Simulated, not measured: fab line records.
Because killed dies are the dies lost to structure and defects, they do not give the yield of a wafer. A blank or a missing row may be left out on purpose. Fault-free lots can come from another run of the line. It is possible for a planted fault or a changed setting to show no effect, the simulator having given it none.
fab line records | flow n5_finfet | part 1 of 2: steps 1 to 17 of 18
record: lots: 7 wafers: 21 last_day: 17
route steps=1938 shown SD_EPI_N@269 PASSIVATION@1936
lots that met no fault: from a run of the same line without faults
start_h: hours from the record's opening day to when the first of the lot's shown wafers began | wait_h: hours from the lot's prior step to this one | " as in the row above | L1.1+2: a single row standing in for several wafers | - value missing, or start not given | * or withheld: withheld | < > ~ a bound
route shown NAME@n: NAME is a module with steps in the file, n the number in the route of the first one | usual: the fault-free wafers' mean and standard deviation | same: alike in all rows | chamber/n: place in a boat | sites: readings site by site | _std_site: their standard deviation | _edge_site: outer sites' mean less inner sites' | radius_mm: for every site, how far away it sits from the centre of the wafer | mask NAME#n: copy n | behind: the most recent tool/chamber to have shaped the wafer | hold: cause of the lot's hold/its duration in hours/its outcome | device: the n, p or np transistor that did not switch | end of line: at the end of the route, the tests of the same wafers | step lacking rows: just its recipe | killed: not the wafer's yield, but the dies lost to structure and defects at the first sort | map: per-die view of a wafer (x killed, . not killed, _ where there is no die)
set.NAME: setting as actually run; set.NAME@STEP: the setting as run at that earlier step | model.NAME: the simulator's own value behind a step, which no gauge read
lots at selected steps of the route; one table per step, one row per wafer
services: the hour from which a tool's chamber was out of use, counted from the record's first day as start_h (under 0 if before that day), plus the number of hours and why
== steps ==
step: N5_SD_EPI_N_DEVELOP_08
recipe: develop_time_s: 30 developer: TMAH resist: CAR-ArF-block dev_temp_c: 23 rinse_liquid: diw dry: air_spin
step: N5_SD_EPI_N_CD_MEAS_09
recipe: target_cd_nm: 120 landing_energy_ev: 500 detector: se_inlens
usual: cd_nm: 119.8/0.6
columns lot.wafer tool chamber start_h wait_h cd_nm
L447.2 cd_sem-03 0 83.98 - 119.1
L447.3 " 0 " " 119.4
L447.5 " 0 " " 118.9
L448.1 cd_sem-03 0 92.16 - 119.4
L448.2 " 0 " " 118.9
L448.6 " 0 " " 119.4
L449.1 cd_sem-03 0 100.31 - 119.6
L449.4 " 0 " " 119.8
L449.5 " 0 " " 120.2
L455.2 cd_sem-01 0 134.86 - 119.8
L455.3 " 0 " " 120.0
L455.6 " 0 " " 120.4
L456.2 cd_sem-03 0 139.48 - 120.1
L456.4 " 0 " " 119.1
L456.5 " 0 " " 118.7
L460.1 cd_sem-03 0 163.82 - 120.3
L460.2 " 0 " " 120.0
L460.5 " 0 " " 119.9
L461.2 cd_sem-02 0 170.26 - 120.0
L461.3 " 0 " " 120.4
L461.5 " 0 " " 120.2
step: N5_SD_EPI_N_OVL_MEAS_10
recipe: points_per_wafer: 44
usual: SD_N_BLK_OVL: -0.5/0.68
columns lot.wafer tool chamber start_h wait_h SD_N_BLK_OVL[nm]
L447.2 overlay-02 0 84.01 0.0 -0.7
L447.3 " 0 " " -0.2
L447.5 " 0 " " -0.5
L448.1 overlay-02 0 92.19 0.0 -1.7
L448.2 " 0 " " -0.6
L448.6 " 0 " " -1.6
L449.1 overlay-02 0 100.34 0.0 -0.6
L449.4 " 0 " " -0.8
L449.5 " 0 " " -1.1
L455.2 overlay-02 0 134.89 0.0 -0.1
L455.3 " 0 " " 1.2
L455.6 " 0 " " -0.3
L456.2 overlay-01 0 139.51 0.0 -0.6
L456.4 " 0 " " -1.0
L456.5 " 0 " " -1.4
L460.1 overlay-02 0 163.85 0.0 -0.4
L460.2 " 0 " " 0.2
L460.5 " 0 " " -0.4
L461.2 overlay-01 0 170.29 0.0 -0.6
L461.3 " 0 " " -1.4
L461.5 " 0 " " -1.4
step: N5_SD_EPI_N_INSPECT_11
recipe: mode: adi inspect_instrument: macro
usual: raw_defect_count: 2.1/1.5
columns lot.wafer tool chamber start_h wait_h raw_defect_count
L447.2 defect_inspect-02 - 84.04 0.0 4
L447.3 " - " " 5
L447.5 " - " " 1
L448.1 defect_inspect-02 - 92.21 0.0 0
L448.2 " - " " 0
L448.6 " - " " 2
L449.1 defect_inspect-01 - 100.36 0.0 2
L449.4 " - " " 1
L449.5 " - " " 2
L455.2 defect_inspect-02 - 134.91 0.0 4
L455.3 " - " " 2
L455.6 " - " " 3
L456.2 defect_inspect-02 - 139.54 0.0 2
L456.4 " - " " 0
L456.5 " - " " 0
L460.1 defect_inspect-01 - 163.88 0.0 0
L460.2 " - " " 0
L460.5 " - " " 1
L461.2 defect_inspect-01 - 170.31 0.0 2
L461.3 " - " " 0
L461.5 " - " " 2
step: N5_SD_EPI_N_DESCUM_14
recipe: chemistry: O2 time_s: 7.9 source_power_w: 50 bias_power_w: 20 pressure_mtorr: 20 rf_frequency_hz: 2.712e+07 temp_c: 40 resist: CAR-ArF-block o2_flow_sccm: 225
usual: drypump_motor_current_A: 5.8/0.34 oes_product_au: 0.80/0.088 rf_vpp_V: 243.7/1.3 showerhead_plenum_p_Torr: 2.13/0.073 throttle_valve_pct: 20.38/0.28
columns lot.wafer tool chamber start_h wait_h drypump_motor_current_A oes_product_au rf_hours_counter_h rf_vpp_V showerhead_plenum_p_Torr throttle_valve_pct
L447.2 rie_diel-03 3 84.07 0.0 5.6 0.75 156 243.7 2.10 20.76
L447.3 " 2 " " 5.8 0.96 16 246.1 2.23 20.08
L447.5 " 2 " " 5.8 0.96 - 244.7 2.23 20.09
L448.1 rie_diel-05 3 92.25 0.0 5.8 0.90 22 242.2 2.06 20.34
L448.2 " 2 " " 5.5 0.92 22 243.0 2.14 20.30
L448.6 " 0 " " 5.6 0.94 - 244.5 2.23 20.03
L449.1 rie_diel-05 1 100.39 0.0 5.5 0.74 159 244.7 2.18 20.50
L449.4 " 3 " " 5.8 0.89 25 242.9 2.05 20.32
L449.5 " 2 " " 5.5 0.91 - 245.7 2.14 20.29
L455.2 rie_diel-05 3 134.94 0.0 5.8 0.87 38 241.2 2.05 20.34
L455.3 " 2 " " 5.5 0.88 37 245.4 2.13 20.32
L455.6 " 2 " " 5.5 0.87 - 243.7 2.13 20.31
L456.2 rie_diel-03 2 139.57 0.0 5.8 0.90 35 244.9 2.23 20.11
L456.4 " 0 " " 5.7 0.68 219 245.0 2.16 20.71
L456.5 " 3 " " 5.5 0.74 - 242.6 2.09 20.78
L460.1 rie_diel-05 0 164.09 0.2 5.6 0.87 33 244.0 2.22 20.07
L460.2 " 3 " " 5.8 0.85 47 243.3 2.05 20.36
L460.5 " 0 " " 5.7 0.87 - 244.1 2.22 20.08
L461.2 rie_diel-04 2 170.36 0.1 6.1 0.76 160 241.5 2.08 20.75
L461.3 " 3 " " 6.2 0.76 175 244.3 2.08 20.67
L461.5 " 1 " " 6.5 0.68 - 245.4 2.15 20.71
step: N5_SD_EPI_N_ETCH_34
recipe: chemistry: CF4 target: SiARC target_depth_a: 455 mask_material: CAR-ArF-block time_s: 75.8 ion_energy_ev: 80 pressure_mtorr: 40 source_w: 545 bias_w: 36 Ar_flow_sccm: 100 cf4_flow_sccm: 100 ends: cleared
usual: drypump_motor_current_A: 5.8/0.35 etch_rf_on_time_s: 75.1/1.1 oes_product_au: 0.68/0.073 rf_vpp_V: 184.4/1.2 showerhead_plenum_p_Torr: 2.18/0.07 throttle_valve_pct: 15.55/0.29
columns lot.wafer tool chamber start_h wait_h drypump_motor_current_A etch_rf_on_time_s oes_product_au rf_hours_counter_h rf_vpp_V showerhead_plenum_p_Torr throttle_valve_pct
L447.2 rie_diel-03 3 84.10 0.0 5.6 75.5 0.64 156 184.5 2.14 15.90
L447.3 " 2 " " 5.8 74.7 0.80 16 184.6 2.27 15.22
L447.5 " 2 " " 5.8 74.2 0.81 - 185.4 2.27 15.23
L448.1 rie_diel-05 3 92.28 0.0 5.8 73.9 0.77 22 182.5 2.10 15.41
L448.2 " 2 " " 5.5 75.3 0.76 22 184.6 2.18 15.41
L448.6 " 0 " " 5.7 74.7 0.80 - 185.8 2.28 15.23
L449.1 rie_diel-05 1 100.43 0.0 5.5 75.4 0.62 159 184.8 2.22 15.67
L449.4 " 3 " " 5.8 73.3 0.77 25 183.0 2.10 15.41
L449.5 " 2 " " 5.5 74.7 0.76 - 183.8 2.18 15.42
L455.2 rie_diel-05 3 134.98 0.0 5.8 73.3 0.75 38 184.3 2.10 15.43
L455.3 " 2 " " 5.5 74.6 0.75 37 184.8 2.17 15.44
L455.6 " 2 " " 5.5 74.7 0.75 - 183.1 2.17 15.45
L456.2 rie_diel-03 2 139.60 0.0 5.8 74.4 0.78 35 185.7 2.26 15.25
L456.4 " 0 " " 5.7 76.4 0.59 219 186.5 2.20 15.87
L456.5 " 3 " " 5.6 75.9 0.63 - 184.0 2.14 15.92
L460.1 rie_diel-05 0 164.13 0.0 5.6 74.3 0.75 33 185.4 2.27 15.28
L460.2 " 3 " " 5.8 73.4 0.74 47 183.3 2.09 15.46
L460.5 " 0 " " 5.6 74.1 0.75 - 186.2 2.27 15.28
L461.2 rie_diel-04 2 170.40 0.0 6.1 75.8 0.65 160 183.0 2.13 15.98
L461.3 " 3 " " 6.2 74.3 0.65 175 183.3 2.14 15.91
L461.5 " 1 " " 6.5 74.9 0.58 - 186.8 2.20 15.97
step: N5_SD_EPI_N_ETCH_35
recipe: chemistry: N2/H2 target: SOC overetch_a: 1080 mask_material: SiARC temp_c: 40 ion_energy_ev: 100 source_w: 3000 bias_w: 133 pressure_mtorr: 20 time_s: 486 n2_flow_sccm: 200 h2_flow_sccm: 200
step: N5_SD_EPI_N_STRIP_36
recipe: chemistry: N2/H2 temp_c: 40 n2_flow_sccm: 200 h2_flow_sccm: 200 rf_frequency_hz: 6e+07
step: N5_SD_EPI_N_ETCHBACK_44
recipe: chemistry: CH3F/O2 mode: anisotropic_etchback target: SiNx target_depth_a: 145 stop_on: SiO2 over_etch_frac: 0.3 ion_energy_ev: 120 pressure_mtorr: 30 source_w: 395 bias_w: 73 Ar_flow_sccm: 150 CH3F_flow_sccm: 30 O2_flow_sccm: 20
step: N5_SD_EPI_N_ETCH_45
recipe: chemistry: CH3F/O2 target: SiOCN target_depth_a: 60 mask_material: SOC ion_energy_ev: 60 bias_w: 29 pressure_mtorr: 15 source_w: 410 Ar_flow_sccm: 150 CH3F_flow_sccm: 30 O2_flow_sccm: 20
usual: O2_flow_sccm: 20.00/0.055 drypump_motor_current_A: 5.8/0.34 oes_product_au: 0.80/0.085 rf_vpp_V: 127.7/1 showerhead_plenum_p_Torr: 2.03/0.069 throttle_valve_pct: 23.25/0.27
columns lot.wafer tool chamber start_h wait_h O2_flow_sccm drypump_motor_current_A oes_product_au rf_hours_counter_h rf_vpp_V showerhead_plenum_p_Torr throttle_valve_pct
L447.2 rie_diel-03 3 84.58 0.1 19.92 5.5 0.74 156 127.3 1.99 23.59
L447.3 " 2 " " 20.00 5.8 0.94 16 129.0 2.12 22.98
L447.5 " 2 " " 20.02 5.8 0.95 - 127.8 2.12 22.96
L448.1 rie_diel-05 3 92.76 0.1 20.01 5.8 0.89 23 126.1 1.95 23.21
L448.2 " 2 " " 19.90 5.5 0.90 22 126.8 2.03 23.17
L448.6 " 0 " " 19.94 5.6 0.93 - 129.0 2.14 23.02
L449.1 rie_diel-05 1 100.91 0.1 20.05 5.5 0.73 160 127.6 2.07 23.31
L449.4 " 3 " " 19.88 5.8 0.90 26 127.0 1.95 23.23
L449.5 " 2 " " 20.06 5.5 0.91 - 127.8 2.03 23.17
L455.2 rie_diel-05 3 135.46 0.1 20.01 5.8 0.87 39 127.2 1.95 23.24
L455.3 " 2 " " 19.98 5.5 0.87 38 128.5 2.03 23.19
L455.6 " 2 " " 19.94 5.5 0.87 - 127.2 2.03 23.18
L456.2 rie_diel-03 2 140.08 0.1 19.95 5.8 0.89 35 129.2 2.12 22.99
L456.4 " 0 " " 20.05 5.7 0.68 219 128.1 2.05 23.57
L456.5 " 3 " " 19.95 5.6 0.73 - 127.0 1.99 23.59
L460.1 rie_diel-05 0 164.61 0.1 19.99 5.6 0.88 33 127.7 2.13 23.03
L460.2 " 3 " " 19.94 5.8 0.85 47 126.9 1.95 23.23
L460.5 " 0 " " 19.98 5.6 0.87 - 129.5 2.13 23.04
L461.2 rie_diel-04 2 170.88 0.1 20.03 6.1 0.75 160 126.4 1.98 23.65
L461.3 " 3 " " 19.97 6.3 0.75 175 129.2 1.98 23.59
L461.5 " 1 " " 20.00 6.5 0.67 - 127.1 2.05 23.56
step: N5_SD_EPI_N_ETCH_16
recipe: chemistry: CHF3/O2 target: SiO2 target_depth_a: 50 mask_material: SOC pressure_mtorr: 30 source_w: 650 bias_w: 170 Ar_flow_sccm: 200 CHF3_flow_sccm: 50 O2_flow_sccm: 5 ion_energy_ev: 200
usual: O2_flow_sccm: 5.001/0.016 drypump_motor_current_A: 5.8/0.34 oes_product_au: 0.80/0.086 rf_vpp_V: 525/6.9 showerhead_plenum_p_Torr: 2.45/0.08 throttle_valve_pct: 18.83/0.27
columns lot.wafer tool chamber start_h wait_h O2_flow_sccm drypump_motor_current_A oes_product_au rf_hours_counter_h rf_vpp_V showerhead_plenum_p_Torr throttle_valve_pct
L447.2 rie_diel-03 3 84.68 0.1 5.023 5.5 0.75 156 522 2.40 19.16
L447.3 " 2 " " 5.017 5.8 0.94 16 528 2.56 18.52
L447.5 " 2 " " 4.983 5.8 0.95 - 527 2.56 18.53
L448.1 rie_diel-05 3 92.86 0.1 4.999 5.8 0.90 23 515 2.37 18.74
L448.2 " 2 " " 4.993 5.5 0.90 22 535 2.45 18.74
L448.6 " 0 " " 4.976 5.6 0.93 - 522 2.57 18.56
L449.1 rie_diel-05 1 101.01 0.1 4.987 5.5 0.73 160 535 2.50 18.93
L449.4 " 3 " " 4.993 5.8 0.89 26 516 2.36 18.76
L449.5 " 2 " " 4.976 5.5 0.90 - 534 2.45 18.72
L455.2 rie_diel-05 3 135.56 0.1 5.009 5.9 0.87 39 513 2.36 18.78
L455.3 " 2 " " 4.997 5.5 0.88 38 535 2.44 18.77
L455.6 " 2 " " 4.996 5.5 0.88 - 536 2.44 18.76
L456.2 rie_diel-03 2 140.18 0.1 5.026 5.8 0.91 35 527 2.55 18.55
L456.4 " 0 " " 4.984 5.7 0.69 219 533 2.48 19.17
L456.5 " 3 " " 4.979 5.5 0.74 - 522 2.40 19.18
L460.1 rie_diel-05 0 164.71 0.1 5.008 5.6 0.87 33 522 2.56 18.59
L460.2 " 3 " " 4.980 5.8 0.86 47 515 2.36 18.80
L460.5 " 0 " " 5.019 5.7 0.87 - 521 2.56 18.60
L461.2 rie_diel-04 2 170.98 0.1 5.018 6.1 0.76 160 527 2.40 19.24
L461.3 " 3 " " 5.033 6.3 0.76 175 522 2.40 19.16
L461.5 " 1 " " 5.001 6.4 0.68 - 521 2.47 19.21
step: N5_SD_EPI_N_STRIP_47
recipe: chemistry: CHF3/O2 resist: SiARC rf_frequency_hz: 6e+07
step: N5_SD_EPI_N_SD_RECESS_17
recipe: chemistry: HBr/Cl2/O2 target_depth_a: 410 mask_material: SOC time_s: 23.7 bt_time_s: 3 pressure_mtorr: 10 icp_w: 800 bias_w: 112 HBr_flow_sccm: 150 Cl2_flow_sccm: 80 O2_flow_sccm: 12
usual: O2_flow_sccm: 12.00/0.037 drypump_motor_current_A: 5.7/0.51 oes_product_au: 1.000/0.017 throttle_valve_pct: 37.24/0.3
columns lot.wafer tool chamber start_h wait_h O2_flow_sccm drypump_motor_current_A oes_product_au rf_hours_counter_h throttle_valve_pct model.SD_EPI_N.feature_depth_nm model.etch.depth_nm model.Si_of_WELL_APT_EPI_41.thk_nm
L447.2 rie_si-01 3 84.76 0.0 11.99 6.3 0.996 191 36.92 40.6 40.67 9.4
L447.3 " 2 " " 11.96 5.2 1.011 29 36.84 42 41.95 8
L447.5 " 0 " " 12.04 5.5 1.020 - 37.33 45.6 45.57 4.6
L448.1 rie_si-01 3 92.93 0.0 12.03 6.3 1.007 191 36.93 44.8 44.84 5
L448.2 " 2 " " 11.99 5.2 1.013 29 36.84 41.4 41.33 8.2
L448.6 " 0 " " 12.01 5.5 1.027 - 37.37 41.2 41.23 9
L449.1 rie_si-01 3 101.08 0.0 12.03 6.3 0.995 191 36.92 44 44.05 5.8
L449.4 " 2 " " 11.99 5.2 1.005 29 36.86 45.2 45.14 4.6
L449.5 " 0 " " 12.00 5.5 1.020 - 37.37 45.4 45.48 4.2
L455.2 rie_si-06 0 135.63 0.0 12.01 5.2 0.979 131 37.12 40.8 40.8 8.4
L455.3 " 3 " " 11.98 6.0 1.015 132 37.63 41.4 41.41 6.8
L455.6 " 1 " " 12.07 5.8 0.996 - 37.03 41.4 41.46 7.2
L456.2 rie_si-02 2 140.26 0.0 12.07 5.2 0.969 129 37.33 41.8 41.82 6.4
L456.4 " 1 " " 12.02 5.6 1.035 106 37.64 41.4 41.47 8
L456.5 " 3 " " 12.01 5.5 0.989 - 36.77 41.6 41.57 7.2
L460.1 rie_si-02 2 164.78 0.0 11.95 5.2 0.970 129 37.35 41.6 41.68 7.6
L460.2 " 3 " " 12.00 5.5 0.994 47 36.77 41.2 41.18 7.2
L460.5 " 0 " " 11.98 6.3 0.983 - 37.01 41.2 41.17 7.8
L461.2 rie_si-01 2 171.05 0.0 11.96 5.1 1.001 30 36.83 41.2 41.26 8.2
L461.3 " 3 " " 12.03 6.3 0.994 192 36.94 40.6 40.55 8.8
L461.5 " 2 " " 12.03 5.1 1.019 - 36.83 41.4 41.4 7.8
step: N5_SD_EPI_N_STRIP_38
recipe: chemistry: N2/H2 power_w: 1000 temp_c: 250 h2_frac: 0.65 overash_fraction: 0.3 pressure_mtorr: withheld n2_flow_sccm: 1750 h2_flow_sccm: 3250
usual: drypump_motor_current_A: 5.65/0.22 heater_power_w: 347/26 oes_product_au: 0.761/0.01
columns lot.wafer tool chamber start_h wait_h drypump_motor_current_A heater_power_w oes_product_au rf_hours_counter_h
L447.2 plasma_asher-01 1 84.85 0.1 5.71 346 0.773 87
L447.3 " 1 " " 5.73 353 0.763 -
L447.5 " 1 " " 5.72 341 0.745 -
L448.1 plasma_asher-01 0 93.03 0.1 5.81 355 0.757 90
L448.2 " 1 " " 5.74 341 0.752 90
L448.6 " 1 " " 5.73 342 0.771 -
L449.1 plasma_asher-01 0 101.18 0.1 5.80 352 0.744 93
L449.4 " 0 " " 5.80 359 0.763 -
L449.5 " 0 " " 5.82 354 0.756 -
L455.2 plasma_asher-01 1 135.72 0.1 5.73 342 0.748 101
L455.3 " 0 " " 5.82 351 0.778 -
L455.6 " 1 " " 5.75 335 0.758 -
L456.2 plasma_asher-01 0 140.35 0.1 5.83 351 0.769 102
L456.4 " 0 " " 5.85 348 0.765 -
L456.5 " 0 " " 5.84 356 0.753 -
L460.1 plasma_asher-02 0 164.98 0.2 5.22 389 0.776 51
L460.2 " 1 " " 5.69 313 0.761 51
L460.5 " 0 " " 5.21 381 0.778 -
L461.2 plasma_asher-02 0 171.14 0.1 5.22 392 0.755 53
L461.3 " 0 " " 5.22 391 0.765 -
L461.5 " 1 " " 5.67 309 0.773 -
step: N5_SD_EPI_N_WET_ETCH_43
recipe: chemistry: dHF dilution: withheld time_s: 14 target: SiO2 target_depth_a: 15 temp_c: 25
step: N5_SD_EPI_N_STRIP_18
recipe: chemistry: SPM time_s: 750 temp_c: 130 h2so4_h2o2_vol_ratio: 4
usual: bath_guard_temp_C: 130.0/0.44
columns lot.wafer tool chamber start_h wait_h bath_guard_temp_C model.Si_of_WELL_APT_EPI_41.thk_nm
L447.2 wet_bench-02 7 84.94 0.0 130.4 9
L447.3 " 1 " " 130.3 7.8
L447.5 " 2 " " 130.4 4.2
L448.1 wet_bench-01 6 93.13 0.0 130.0 4.6
L448.2 " 1 " " 130.2 7.8
L448.6 " 7 " " 129.4 8.6
L449.1 wet_bench-05 1 101.28 0.0 130.4 5.4
L449.4 " 6 " " 129.8 4.2
L449.5 " 5 " " 129.5 4
L455.2 wet_bench-01 6 135.82 0.0 130.1 8.2
L455.3 " 5 " " 129.9 6.6
L455.6 " 2 " " 130.8 6.8
L456.2 wet_bench-01 7 140.44 0.0 129.3 6
L456.4 " 1 " " 130.1 7.6
L456.5 " 0 " " 129.6 6.8
L460.1 wet_bench-01 3 165.07 0.0 130.1 7.4
L460.2 " 0 " " 129.4 6.8
L460.5 " 1 " " 130.2 7.6
L461.2 wet_bench-02 4 171.24 0.0 129.8 7.8
L461.3 " 1 " " 129.9 8.4
L461.5 " 3 " " 129.6 7.4
step: N5_SD_EPI_N_SRD_20
recipe: dry: ipa_marangoni do_ppb: 5 time_s: 30 temp_c: 23 rinse_liquid: diw
== key ==
first_sign none at tools or gauges
model_effect: step: N5_SD_EPI_N_SD_RECESS_17 value: SD_EPI_N.feature_depth_nm without: 40.92 struck: 45
model_effect: step: N5_SD_EPI_N_STRIP_18 value: Si_of_WELL_APT_EPI_41.thk_nm without: 8.48 struck: 4.48
met_at N5_SD_EPI_N_SD_RECESS_17
struck_wafers L447.5,L448.1,L449.1,L449.4,L449.5
tester_left_out L447,L448,L449
fault: kind: process_parameter_drift tool: rie_si-01 chamber: - onset_h: 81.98 steps: N5_SD_EPI_N_SD_RECESS_17 channel: time_s offset: * shape: step end_h: 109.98 scope: struck_wafers_only acts_in: * stated: *
tester_left_out: of these lots the tester's yield and bins aren't shown, on N5 and GAA mostly nor the transistor test; their killed dies are dies lost to structure and defects alone, not to doping, threshold or leakage, so they don't give the yield
